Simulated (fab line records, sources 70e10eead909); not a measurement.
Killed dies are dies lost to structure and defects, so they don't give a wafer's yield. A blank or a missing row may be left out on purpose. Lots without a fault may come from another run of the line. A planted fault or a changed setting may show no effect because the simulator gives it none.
A struck lot beside a sound one | flow nand_harc | 26 steps out of a route of 1302
Sound: wafers L367.1, L367.3, L367.4. Struck: wafers L373.1, L373.3, L373.5. The cause comes at the end.
At each step with rows: each side's tool, then ch and its chambers, then its first start. Under that, the readings that differ: sound wafers | struck wafers | difference of the means | sigmas: that difference in standard deviations of wafers without a fault.
alike: readings whose means differ by less than 2 such deviations, and words and numbers that are the same on both sides. not compared: withheld readings, readings that some wafer has no value for, bounds like >300 that may hide the same value, and numbers for which the record gives no deviation and whose values overlap.
The two part at a step that has a row with sigmas, a row that says differs or no value, or rows on one side only. Numbers that don't overlap but have no deviation are shown without sigmas and don't part them. A reading that every wafer of one side lacks parts them only if that side has two wafers or more.

first, 2 steps without rows for these wafers: NHARC_A_CHANNEL_HOLE_D2_ETCH_38 (etches the open film in CF4, target depth 39 nm, time 65 s); NHARC_A_CHANNEL_HOLE_D2_ETCH_39 (etches the open film in N2/H2, target depth 260 nm, time 325 s).
NHARC_A_CHANNEL_HOLE_D2_ETCH_34: etches the open film in CF4/CHF3, target depth 154 nm, time 77 s.
  sound on rie_diel-02 ch 0,1,3; struck on rie_diel-12 ch 2,3
  alike: drypump_motor_current_A, mfc_ar_sccm, oes_product_au, rf_vpp_V, showerhead_plenum_p_Torr, throttle_valve_pct
  not compared: rf_hours_counter_h
then, 1 step without rows for these wafers: NHARC_A_CHANNEL_HOLE_D2_ETCH_16 (etches the open film in O2/COS, target depth 3100 nm, time 806 s).
NHARC_A_CHANNEL_HOLE_D2_CD_MEAS_18:
  sound on cd_sem-01, day 15 03:41; struck on cd_sem-02, day 18 03:30
  alike: cd_nm
then, 1 step without rows for these wafers: NHARC_A_CHANNEL_HOLE_D2_ETCH_19 (etches the open film in C4F8/O2/Ar, time 34.5 s).
NHARC_A_CHANNEL_HOLE_D2_ETCH_20: etches the open film in C4F8/O2/Ar, time 361.9 s, target depth 1600 nm.
  sound on har_etch-02 ch 1, day 15 03:59; struck on har_etch-02 ch 0,1, day 18 04:25
  reading                      | sound       | struck      | difference | sigmas
  he_backside_leak_sccm (sccm) | 7.5 7.2 7.7 | 5.6 6.0 6.1 | -1.6       | -2
  alike: drypump_motor_current_A, mfc_ar_sccm, showerhead_plenum_p_Torr, temp_c, throttle_valve_pct
  not compared: rf_hours_counter_h
NHARC_A_CHANNEL_HOLE_D2_ETCH_21: etches the open film in C4F8/O2/Ar, time 514.3 s, target depth 1600 nm.
  sound on har_etch-02 ch 1, day 15 04:37; struck on har_etch-02 ch 0,1, day 18 04:43
  alike: drypump_motor_current_A, he_backside_leak_sccm, mfc_ar_sccm, showerhead_plenum_p_Torr, temp_c, throttle_valve_pct
  not compared: rf_hours_counter_h
then, 3 steps without rows for these wafers: NHARC_A_CHANNEL_HOLE_D2_ETCH_22 (etches the open film in C4F8/O2/Ar, time 666.7 s, target depth 1600 nm); NHARC_A_CHANNEL_HOLE_D2_ETCH_23 (etches the open film in C4F8/O2/Ar, time 819 s, target depth 1600 nm); NHARC_A_CHANNEL_HOLE_D2_ETCH_24 (etches the open film in C4F8/O2/Ar, time 906.2 s, target depth 1500 nm).
NHARC_A_CHANNEL_HOLE_D2_ETCH_25: etches the open film in C4F8/O2/Ar, time 1040.2 s, target depth 1500 nm.
  sound on har_etch-02 ch 1, day 15 09:32; struck on har_etch-02 ch 0,1, day 18 07:13
  reading                      | sound        | struck      | difference | sigmas
  he_backside_leak_sccm (sccm) | 13.5 7.6 7.0 | 5.9 5.9 6.0 | -3.4       | -4
  alike: drypump_motor_current_A, mfc_ar_sccm, showerhead_plenum_p_Torr, temp_c, throttle_valve_pct
  not compared: rf_hours_counter_h
NHARC_A_CHANNEL_HOLE_D2_ETCH_26: etches the open film in C4F8/O2/Ar, time 224.1 s, target depth 300 nm.
  sound on har_etch-02 ch 1, day 15 11:16; struck on har_etch-02 ch 0,1, day 18 08:05
  reading                      | sound       | struck      | difference | sigmas
  he_backside_leak_sccm (sccm) | 7.3 7.6 7.3 | 5.9 5.8 5.4 | -1.7       | -3
  alike: drypump_motor_current_A, mfc_ar_sccm, showerhead_plenum_p_Torr, temp_c, throttle_valve_pct
  not compared: rf_hours_counter_h
then, 5 steps without rows for these wafers: NHARC_A_CHANNEL_HOLE_D2_ETCH_27 (etches the open film in C4F8/O2/Ar, time 90 s, target depth 400 nm); NHARC_A_CHANNEL_HOLE_D2_STRIP_41 (strips in N2/H2); NHARC_A_CHANNEL_HOLE_D2_STRIP_42 (strips in CF4/CHF3); NHARC_A_CHANNEL_HOLE_D2_STRIP_43 (strips in O2/COS); NHARC_A_CHANNEL_HOLE_D2_ETCH_44 (etches the open film in CF4/O2, target depth 140 nm, overetch 14 nm, time 77 s).
NHARC_A_CHANNEL_HOLE_D2_STRIP_28: strips in O2.
  sound on rie_diel-12 ch 1,2,3; struck on rie_diel-05 ch 0,2,3
  alike: drypump_motor_current_A, mfc_ar_sccm, oes_product_au, rf_vpp_V, showerhead_plenum_p_Torr, throttle_valve_pct
  not compared: rf_hours_counter_h
then, 2 steps without rows for these wafers: NHARC_A_CHANNEL_HOLE_D2_PRECLEAN_29 (cleans in SC1); NHARC_A_CHANNEL_HOLE_D2_SRD_30.
NHARC_A_CHANNEL_HOLE_D2_CD_MEAS_31:
  sound on cd_sem-03, day 15 13:23; struck on cd_sem-02, day 18 09:50
  alike: cd_nm
then, 1 step without rows for these wafers: NHARC_A_CHANNEL_HOLE_D2_XSEM_32.
NHARC_A_CHANNEL_HOLE_D2_INSPECT_40:
  sound on defect_inspect-02, day 15 13:35; struck on defect_inspect-02, day 18 10:01
  reading          | sound       | struck      | difference | sigmas
  raw_defect_count | 261 203 250 | 499 592 624 | +334       | +5
then, 1 step without rows for these wafers: NHARC_A_CHANNEL_FILL_D2_PRECLEAN_00 (cleans in SC1).
-- the record jumps here: 11 days lie between the struck wafers' starts before and after (it left off in module A_CHANNEL_FILL_D2 and takes up again in module END, whose first step shown is number 1302 of the route) --
NHARC_END_SORT_01:
  the record has rows for the struck wafers here (prober-01 ch 0, day 29 10:55) and none for the sound ones

WHERE THEY PART
First at NHARC_A_CHANNEL_HOLE_D2_ETCH_20; last, within this record, at NHARC_END_SORT_01.

WHY: what the simulator had put in
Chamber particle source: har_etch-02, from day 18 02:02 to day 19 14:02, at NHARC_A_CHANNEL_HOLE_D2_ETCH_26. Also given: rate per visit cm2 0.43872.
